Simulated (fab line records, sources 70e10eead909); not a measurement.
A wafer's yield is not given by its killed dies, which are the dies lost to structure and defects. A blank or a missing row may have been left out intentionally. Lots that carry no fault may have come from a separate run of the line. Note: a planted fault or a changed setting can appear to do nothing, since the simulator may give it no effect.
fab line records ; flow nand_harc
[record] lots = 6; wafers = 18; last_day = 25
route steps=1159 shown A_WL_FILL@822 END@1159
lots that met no fault: taken from a fault-free run of the same line
start_h: the number of hours between the record's first day and the start of the first shown wafer of the lot ; wait_h: hours from the lot's prior step to this one ; " repeats the value in the row above ; L1.1+2: a row that stands for several wafers ; - no value, or no start was given ; * or withheld: withheld ; < > ~ a bound
route shown NAME@n: NAME is a module with steps in the file, n the number in the route of the first one ; usual: mean and standard deviation over wafers with no fault ; same: alike in all rows ; chamber/n: place in a boat ; sites: each site's reading ; _std_site: their standard deviation ; _edge_site: inner sites' mean taken away from outer sites' mean ; radius_mm: for every site, how far away it sits from the centre of the wafer ; mask NAME#n: copy n ; behind: the last tool/chamber to shape the wafer ; hold: why the lot went on hold/how many hours it stayed there/how the hold came to an end ; device: names the non-switching transistor (n, p or np) ; end of line: tests of these same wafers at the route's end ; a step given without rows: its recipe and nothing more ; killed: not the wafer's yield, but the dies lost to structure and defects at the first sort ; map: a wafer's dies, x killed, . not, _ none there
set.NAME: the setting that was run; set.NAME@STEP: the one run at that earlier step ; model.NAME: the simulator's own value behind a step, which no gauge read
lots at selected steps of the route; one table per step, one row per wafer
services: a tool's chamber out of use, with start hour (start_h, from the record's first day; less than 0 if before it), hours out, and reason
[[steps]]
[step NHARC_A_WL_FILL_ALD_10]
[recipe] target_thk_a = 500; pulse_time_s = 10; ald_cycles = 500; temp_c = 300; material = SiO2
[usual] heater_power_w = 464/62; precursor_pulse_height_rel = 1.001/0.02
lot.wafer;tool;chamber;start_h;wait_h;heater_power_w;precursor_pulse_height_rel
L637.3;ald_hk-01;1;360.64;0.6;561;0.977
L637.2;ald_hk-01;2;360.64;0.6;398;1.000
L637.6;ald_hk-01;1;362.72;2.6;531;1.003
L646.4;ald_hk-04;3;417.25;3.1;438;0.993
L646.1;ald_hk-04;2;418.80;4.7;464;1.025
L646.6;ald_hk-04;3;418.80;4.7;435;0.982
L649.1;ald_hk-01;0;428.53;0.1;343;0.998
L649.2;ald_hk-01;2;429.57;1.1;390;0.991
L649.4;ald_hk-01;3;429.57;1.1;467;0.982
L652.2;ald_hk-02;2;453.10;0.1;450;0.992
L652.4;ald_hk-02;3;453.10;0.1;544;0.950
L652.1;ald_hk-02;0;453.10;0.1;516;1.024
L654.4;ald_hk-04;0;466.74;1.1;459;0.986
L654.2;ald_hk-04;1;466.74;1.1;458;0.972
L654.5;ald_hk-04;2;466.74;1.1;485;1.006
L655.2;ald_hk-01;1;495.15;0.1;549;0.976
L655.4;ald_hk-01;0;496.68;1.6;334;0.985
L655.6;ald_hk-01;2;497.69;2.6;396;0.986
[step NHARC_A_WL_FILL_ETCHBACK_16]
[recipe] target_depth_a = 880; time_s = 17.6; c4f8_flow_sccm = withheld; o2_flow_sccm = 8; ar_flow_sccm = withheld; rf_w = 600; bias_w = 800; chemistry = C4F8/O2/Ar
[usual] oes_product_au = 0.97/0.034; rf_fwd_power_W = 589/3.3; rf_vpp_V = 724/4.2
lot.wafer;tool;chamber;start_h;wait_h;oes_product_au;rf_fwd_power_W;rf_hours_counter_h;rf_vpp_V
L637.2;rie_diel-02;1;-;-;0.97;584;1.9;717
L637.3;rie_diel-02;3;-;-;0.96;585;2.1;727
L637.6;rie_diel-02;1;-;-;0.96;584;-;716
L646.4;rie_diel-09;3;-;-;0.93;591;5.3;722
L646.1;rie_diel-09;1;-;-;0.91;590;6.8;721
L646.6;rie_diel-09;2;-;-;0.92;595;-;721
L649.1;rie_diel-02;0;-;-;1.00;590;7.2;725
L649.2;rie_diel-02;1;-;-;0.98;586;7.8;716
L649.4;rie_diel-02;3;-;-;0.99;586;7.4;727
L652.2;rie_diel-02;1;-;-;0.98;585;10.3;716
L652.1;rie_diel-02;2;-;-;1.02;586;10.3;728
L652.4;rie_diel-02;3;-;-;1.00;586;9.4;728
L654.4;rie_diel-09;0;-;-;0.99;590;1.3;728
L654.2;rie_diel-09;2;-;-;0.99;596;1.4;720
L654.5;rie_diel-09;1;-;-;0.98;588;-;722
L655.2;rie_diel-10;3;-;-;0.93;594;2.9;725
L655.4;rie_diel-10;1;-;-;0.92;584;2.7;730
L655.6;rie_diel-10;3;-;-;0.93;593;-;724
[step NHARC_A_WL_FILL_STRIP_29]
[recipe] time_s = 20; o2_flow_sccm = 500; ar_flow_sccm = 0; bias_w = 0; chemistry = O2
[step NHARC_A_WL_FILL_ETCHBACK_17]
[recipe] target_depth_a = 40; time_s = 26.7; chemistry = Cl2/BCl3
[usual] drypump_motor_current_A = 6.1/0.32; oes_product_au = 1.000/0.0087
lot.wafer;tool;chamber;start_h;wait_h;drypump_motor_current_A;oes_product_au;rf_hours_counter_h
L637.2;rie_metal-01;0;364.99;-;6.6;0.993;1.3
L637.3;rie_metal-01;0;364.99;-;6.6;0.989;-
L637.6;rie_metal-01;1;364.99;-;6.4;0.996;-
L646.1;rie_metal-01;1;422.10;-;6.4;1.003;3.2
L646.4;rie_metal-01;0;422.10;-;6.6;1.003;-
L646.6;rie_metal-01;1;422.10;-;6.4;1.001;-
L649.1;rie_metal-03;0;433.40;-;5.8;1.011;4.5
L649.2;rie_metal-03;1;433.40;-;6.0;0.993;4.4
L649.4;rie_metal-03;0;433.40;-;5.8;1.014;-
L652.2;rie_metal-01;0;458.05;-;6.6;1.008;4.5
L652.1;rie_metal-01;1;458.05;-;6.4;0.986;4.5
L652.4;rie_metal-01;1;458.05;-;6.4;1.003;-
L654.2;rie_metal-01;0;470.53;-;6.6;1.006;4.5
L654.4;rie_metal-01;0;470.53;-;6.6;0.989;-
L654.5;rie_metal-01;0;470.53;-;6.6;0.997;-
L655.2;rie_metal-03;0;499.95;-;5.8;1.000;1.0
L655.4;rie_metal-03;0;499.95;-;5.8;0.991;-
L655.6;rie_metal-03;0;499.95;-;5.8;0.994;-
[step NHARC_A_WL_FILL_PRECLEAN_18]
[recipe] time_s = 30; chemistry = dHF
[step NHARC_A_WL_FILL_SRD_21]
[step NHARC_A_WL_FILL_CVD_23]
[recipe] target_thk_a = 400; temp_c = 620; pressure_mtorr = 200; time_s = 800; material = poly-Si
[step NHARC_A_WL_FILL_ETCHBACK_26]
[recipe] target_depth_a = 520; time_s = 13.3; hbr_flow_sccm = 150; rf_w = 350; icp_w = 350; bias_w = 60; chemistry = HBr
[step NHARC_A_WL_FILL_PRECLEAN_30]
[recipe] time_s = 10; chemistry = dHF
[step NHARC_A_WL_FILL_SRD_14]
[step NHARC_A_WL_FILL_ALD_19]
[recipe] target_thk_a = 20; pulse_time_s = 3; ald_cycles = 100; temp_c = 450; material = TiN
[usual] heater_power_w = 1065/120; precursor_pulse_height_rel = 1.001/0.019
lot.wafer;tool;chamber;start_h;wait_h;heater_power_w;precursor_pulse_height_rel
L637.2;ald_metal-03;1;370.63;0.1;1043;1.020
L637.3;ald_metal-03;3;370.63;0.1;1006;0.978
L637.6;ald_metal-03;1;370.63;0.1;1025;1.025
L646.1;ald_metal-01;2;427.57;0.1;831;0.997
L646.4;ald_metal-01;1;427.57;0.1;1014;1.012
L646.6;ald_metal-01;3;427.57;0.1;968;0.976
L649.4;ald_metal-03;2;438.85;0.1;1107;1.035
L649.1;ald_metal-03;3;438.85;0.1;1020;0.978
L649.2;ald_metal-03;0;438.85;0.1;979;0.993
L652.4;ald_metal-02;0;463.28;0.1;1036;0.993
L652.1;ald_metal-02;2;463.28;0.1;1248;0.997
L652.2;ald_metal-02;3;463.28;0.1;1265;0.987
L654.4;ald_metal-02;2;476.18;0.1;1242;1.000
L654.2;ald_metal-02;3;476.18;0.1;1235;1.058
L654.5;ald_metal-02;2;476.18;0.1;1232;1.002
L655.2;ald_metal-01;1;505.27;0.1;1004;0.981
L655.4;ald_metal-01;2;505.27;0.1;842;0.995
L655.6;ald_metal-01;1;505.27;0.1;1033;1.015
[step NHARC_A_WL_FILL_CVD_20]
[recipe] target_thk_a = 750; temp_c = 300; pressure_torr = 40; wf6_flow_sccm = 40; h2_flow_sccm = 1600; ar_flow_sccm = 1560; time_s = 5064; material = W
[usual] heater_power_w = 481/49; throttle_valve_pct = 8.0/0.36
lot.wafer;tool;chamber;start_h;wait_h;heater_power_w;throttle_valve_pct
L637.2;cvd_w-01;1;-;-;519;8.2
L637.3;cvd_w-01;0;-;-;421;7.9
L637.6;cvd_w-01;1;-;-;517;8.2
L646.1;cvd_w-01;0;-;-;432;7.5
L646.4;cvd_w-01;1;-;-;535;8.5
L646.6;cvd_w-01;1;-;-;515;8.4
L649.1;cvd_w-02;0;-;-;557;7.6
L649.2;cvd_w-02;1;-;-;449;7.8
L649.4;cvd_w-02;0;-;-;541;7.6
L652.1;cvd_w-02;0;-;-;542;7.6
L652.2;cvd_w-02;1;-;-;458;8.3
L652.4;cvd_w-02;1;-;-;457;8.4
L654.2;cvd_w-01;0;-;-;427;8.0
L654.4;cvd_w-01;1;-;-;533;8.6
L654.5;cvd_w-01;0;-;-;425;7.9
L655.2;cvd_w-01;1;-;-;531;8.3
L655.4;cvd_w-01;0;-;-;443;7.8
L655.6;cvd_w-01;1;-;-;538;8.2
[step NHARC_A_WL_FILL_CMP_12]
[recipe] t_overpolish_s = 30; target_thk_nm = 75
[usual] edge_zone_pressure_frac = 1.001/0.0049; motor_current_A = 11.9/1.2; overpolish_run_s = 29.999/0.0089; slurry_filter_dp_kPa = 13.50/0.14; time_to_endpoint_s = 14.5/2.2
lot.wafer;tool;chamber;start_h;wait_h;edge_zone_pressure_frac;motor_current_A;overpolish_run_s;slurry_filter_dp_kPa;time_to_endpoint_s
L637.2;cmp-04;2;375.87;3.6;1.002;12.7;30.002;13.39;12.5
L637.3;cmp-04;1;375.87;3.6;1.008;10.6;30.002;13.58;14.5
L637.6;cmp-04;2;375.87;3.6;0.995;12.2;29.992;13.50;10.7
L646.1;cmp-01;3;434.90;4.3;-;-;-;-;-
L646.4;cmp-01;1;434.90;4.3;-;-;-;-;-
L646.6;cmp-01;3;434.90;4.3;-;-;-;-;-
L649.2;cmp-01;2;444.07;3.6;-;-;-;-;-
L649.1;cmp-01;3;444.07;3.6;-;-;-;-;-
L649.4;cmp-01;1;444.07;3.6;-;-;-;-;-
L652.1;cmp-01;1;468.93;4.3;0.995;9.7;29.985;13.53;17.6
L652.2;cmp-01;2;468.93;4.3;0.999;11.9;30.000;13.60;10.3
L652.4;cmp-01;3;468.93;4.3;0.998;12.3;30.010;13.41;14.2
L654.4;cmp-04;3;481.48;2.2;1.009;11.0;29.981;13.45;17.6
L654.2;cmp-04;0;481.48;2.2;0.998;14.2;29.998;13.46;12.9
L654.5;cmp-04;2;481.48;2.2;1.003;12.1;30.004;13.53;14.7
L655.4;cmp-01;1;513.21;2.9;1.004;9.5;30.007;13.33;13.8
L655.2;cmp-01;2;513.21;2.9;1.002;12.5;30.009;13.47;13.7
L655.6;cmp-01;0;513.21;2.9;1.004;11.1;30.008;13.32;15.8
[step NHARC_A_WL_FILL_SRD_31]
[step NHARC_A_WL_FILL_INSPECT_15]
[usual] raw_defect_count = 367/120
lot.wafer;tool;chamber;start_h;wait_h;raw_defect_count
L637.2;defect_inspect-02;-;376.33;0.0;455
L637.3;defect_inspect-02;-;376.33;0.0;593
L637.6;defect_inspect-02;-;376.33;0.0;356
L646.1;defect_inspect-02;-;435.36;0.0;2391
L646.4;defect_inspect-02;-;435.36;0.0;2348
L646.6;defect_inspect-02;-;435.36;0.0;2279
L649.1;defect_inspect-02;-;444.55;0.0;2310
L649.2;defect_inspect-02;-;444.55;0.0;2362
L649.4;defect_inspect-02;-;444.55;0.0;2300
L652.1;defect_inspect-02;-;469.41;0.0;423
L652.2;defect_inspect-02;-;469.41;0.0;319
L652.4;defect_inspect-02;-;469.41;0.0;283
L654.2;defect_inspect-01;-;481.92;0.0;499
L654.4;defect_inspect-01;-;481.92;0.0;624
L654.5;defect_inspect-01;-;481.92;0.0;345
L655.2;defect_inspect-02;-;513.63;0.0;378
L655.4;defect_inspect-02;-;513.63;0.0;272
L655.6;defect_inspect-02;-;513.63;0.0;239
[step NHARC_END_SORT_01]
[recipe] temp_c = 25
[usual] killed_at_array = 28/11; killed_at_other = 0.7/1.1; killed_at_periphery = 2.9/2; killed_dies = 32/11; killed_open = 3.2/1.8; killed_short = 2.0/1.4
[same] gross_dies = 677
lot.wafer;tool;chamber;start_h;wait_h;killed_at_array;killed_at_other;killed_at_periphery;killed_dies;killed_open;killed_short
L646.1;prober-02;0;509.98;2.4;677;0;0;677;1;1
L646.4;prober-02;0;512.37;3.4;676;0;1;677;3;2
L646.6;prober-02;0;513.96;4.0;673;0;4;677;3;2
L649.1;prober-01;0;517.08;2.5;674;0;3;677;3;1
L649.2;prober-01;0;517.87;2.8;675;1;1;677;2;1
L649.4;prober-01;0;519.47;3.4;675;0;2;677;3;2
// killed by level:class
L646.1 A_WL_FILL:area_cmp=667 A_CHANNEL_HOLE_D1:chamber_film_flake=4 A_WL_FILL:geometric_particle:short=1 A_M0:geometric_particle:open=1 A_STAIRCASE:chamber_film_flake=1 A_SGD_CUT:chamber_film_flake=1 A_WL_FILL:chamber_film_flake=1 A_CONTACT:chamber_film_flake=1
L646.4 A_WL_FILL:area_cmp=662 A_STAIRCASE:chamber_film_flake=3 A_SGD_CUT:chamber_film_flake=3 A_CONTACT:chamber_film_flake=3 P_CONTACT:geometric_particle:open=1 A_SOURCE_PLATE:geometric_particle:short=1 A_CHANNEL_HOLE_D1:geometric_particle:short=1 A_CONTACT:geometric_particle:open=1
L646.6 A_WL_FILL:area_cmp=656 A_CHANNEL_HOLE_D1:chamber_film_flake=6 A_STAIRCASE:chamber_film_flake=5 P_M0:geometric_particle:open=2 A_CONTACT:chamber_film_flake=2 P_STI:geometric_particle:short=1 A_ONON_D1:geometric_particle:short=1 A_CONTACT:geometric_particle:open=1
L649.1 A_WL_FILL:area_cmp=632 A_CHANNEL_HOLE_D1:chamber_film_flake=23 A_SLIT:chamber_film_flake=13 A_CONTACT:chamber_film_flake=3 A_ONON_D1:geometric_particle:open=2 P_CONTACT:geometric_particle:open=1 A_SGD_CUT:geometric_particle:short=1 P_ZERO_WELL:chamber_film_flake=1
L649.2 A_WL_FILL:area_cmp=633 A_CHANNEL_HOLE_D1:chamber_film_flake=21 A_SLIT:chamber_film_flake=11 A_CONTACT:chamber_film_flake=7 A_WL_FILL:geometric_particle:short=1 A_CONTACT:geometric_particle:open=1 P_ZERO_WELL:chamber_film_flake=1 STARTING-WAFER:geometric_particle:open=1
L649.4 A_WL_FILL:area_cmp=633 A_CHANNEL_HOLE_D1:chamber_film_flake=20 A_SLIT:chamber_film_flake=13 A_CONTACT:chamber_film_flake=5 A_ONON_D1:geometric_particle:open=2 P_GATE:geometric_particle:short=1 P_GATE:geometric_particle:open=1 A_WL_FILL:geometric_particle:short=1
// map L646.1 (x killed, . not)
____________x____________
_________xxxxxxx_________
_______xxxxxxxxxxx_______
______xxxxxxxxxxxxx______
_____xxxxxxxxxxxxxxx_____
____xxxxxxxxxxxxxxxxx____
____xxxxxxxxxxxxxxxxx____
___xxxxxxxxxxxxxxxxxxx___
___xxxxxxxxxxxxxxxxxxx___
__xxxxxxxxxxxxxxxxxxxxx__
__xxxxxxxxxxxxxxxxxxxxx__
_xxxxxxxxxxxxxxxxxxxxxxx_
_xxxxxxxxxxxxxxxxxxxxxxx_
_xxxxxxxxxxxxxxxxxxxxxxx_
_xxxxxxxxxxxxxxxxxxxxxxx_
_xxxxxxxxxxxxxxxxxxxxxxx_
xxxxxxxxxxxxxxxxxxxxxxxxx
xxxxxxxxxxxxxxxxxxxxxxxxx
xxxxxxxxxxxxxxxxxxxxxxxxx
xxxxxxxxxxxxxxxxxxxxxxxxx
xxxxxxxxxxxxxxxxxxxxxxxxx
_xxxxxxxxxxxxxxxxxxxxxxx_
_xxxxxxxxxxxxxxxxxxxxxxx_
_xxxxxxxxxxxxxxxxxxxxxxx_
_xxxxxxxxxxxxxxxxxxxxxxx_
_xxxxxxxxxxxxxxxxxxxxxxx_
__xxxxxxxxxxxxxxxxxxxxx__
__xxxxxxxxxxxxxxxxxxxxx__
___xxxxxxxxxxxxxxxxxxx___
___xxxxxxxxxxxxxxxxxxx___
____xxxxxxxxxxxxxxxxx____
____xxxxxxxxxxxxxxxxx____
_____xxxxxxxxxxxxxxx_____
______xxxxxxxxxxxxx______
_______xxxxxxxxxxx_______
_________xxxxxxx_________
____________x____________
// map L649.1 (x killed, . not)
____________x____________
_________xxxxxxx_________
_______xxxxxxxxxxx_______
______xxxxxxxxxxxxx______
_____xxxxxxxxxxxxxxx_____
____xxxxxxxxxxxxxxxxx____
____xxxxxxxxxxxxxxxxx____
___xxxxxxxxxxxxxxxxxxx___
___xxxxxxxxxxxxxxxxxxx___
__xxxxxxxxxxxxxxxxxxxxx__
__xxxxxxxxxxxxxxxxxxxxx__
_xxxxxxxxxxxxxxxxxxxxxxx_
_xxxxxxxxxxxxxxxxxxxxxxx_
_xxxxxxxxxxxxxxxxxxxxxxx_
_xxxxxxxxxxxxxxxxxxxxxxx_
_xxxxxxxxxxxxxxxxxxxxxxx_
xxxxxxxxxxxxxxxxxxxxxxxxx
xxxxxxxxxxxxxxxxxxxxxxxxx
xxxxxxxxxxxxxxxxxxxxxxxxx
xxxxxxxxxxxxxxxxxxxxxxxxx
xxxxxxxxxxxxxxxxxxxxxxxxx
_xxxxxxxxxxxxxxxxxxxxxxx_
_xxxxxxxxxxxxxxxxxxxxxxx_
_xxxxxxxxxxxxxxxxxxxxxxx_
_xxxxxxxxxxxxxxxxxxxxxxx_
_xxxxxxxxxxxxxxxxxxxxxxx_
__xxxxxxxxxxxxxxxxxxxxx__
__xxxxxxxxxxxxxxxxxxxxx__
___xxxxxxxxxxxxxxxxxxx___
___xxxxxxxxxxxxxxxxxxx___
____xxxxxxxxxxxxxxxxx____
____xxxxxxxxxxxxxxxxx____
_____xxxxxxxxxxxxxxx_____
______xxxxxxxxxxxxx______
_______xxxxxxxxxxx_______
_________xxxxxxx_________
____________x____________
[[services]]
tool;chamber;start_h;hours;kind
rie_diel-09;0;342.52;5.1;repair
rie_diel-02;1;344.12;2.8;repair
rie_metal-03;1;348.08;4.5;repair
ald_metal-03;-;355.94;0.6;repair
ald_metal-02;-;364.00;10.0;pm
cmp-04;-;364.01;3.6;repair
rie_diel-09;0;372.51;3.0;repair
cmp-01;-;375.50;4.0;pm
cvd_w-02;-;377.15;13.0;pm
rie_diel-09;-;390.25;0.7;repair
ald_metal-02;0;391.33;7.6;repair
rie_diel-02;-;392.10;1.8;repair
ald_metal-02;1;399.22;12.6;repair
rie_diel-09;3;404.75;5.5;repair
cmp-04;-;407.49;4.0;pm
cmp-01;-;422.37;7.6;repair
rie_metal-01;1;450.03;1.6;repair
cmp-01;-;455.11;1.2;repair
ald_hk-01;-;469.13;1.0;repair
cmp-01;-;473.50;4.0;pm
cvd_w-01;-;480.72;13.0;pm
ald_hk-01;-;488.98;0.7;repair
rie_diel-02;-;504.70;9.0;pm
rie_metal-01;-;509.00;9.0;pm
[[key]]
[first_sign] step = NHARC_A_WL_FILL_CMP_12; reading = tool_record; direction = missing
[effect] step = NHARC_A_WL_FILL_INSPECT_15; reading = raw_defect_count; direction = up; sigmas = 16; usual = 367; struck = 2332
[effect] step = NHARC_END_SORT_01; reading = killed_at_array; direction = up; sigmas = 59; usual = 28; struck = 675
[more_kills_born_at] NHARC_A_WL_FILL_CMP_12@cmp-01 = 3883
met_at NHARC_A_WL_FILL_CMP_12
struck_wafers L646.1,L646.4,L646.6,L649.1,L649.2,L649.4
later_rows_left_out L646.1,L646.4,L646.6,L649.1,L649.2,L649.4
tester_left_out L646,L649
[fault] kind = skipped_step_whole; tool = cmp-01; chamber = -; onset_h = 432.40; steps = NHARC_A_WL_FILL_CMP_12; scope = struck_lots_only
// tester_left_out: of these lots the tester's yield and bins aren't shown, on N5 and GAA mostly nor the transistor test; their killed dies are dies lost to structure and defects alone, not to doping, threshold or leakage, so they don't give the yield
// later_rows_left_out: the simulator's readings of these wafers behind a module that went badly wrong aren't trusted and aren't shown, but for the sort
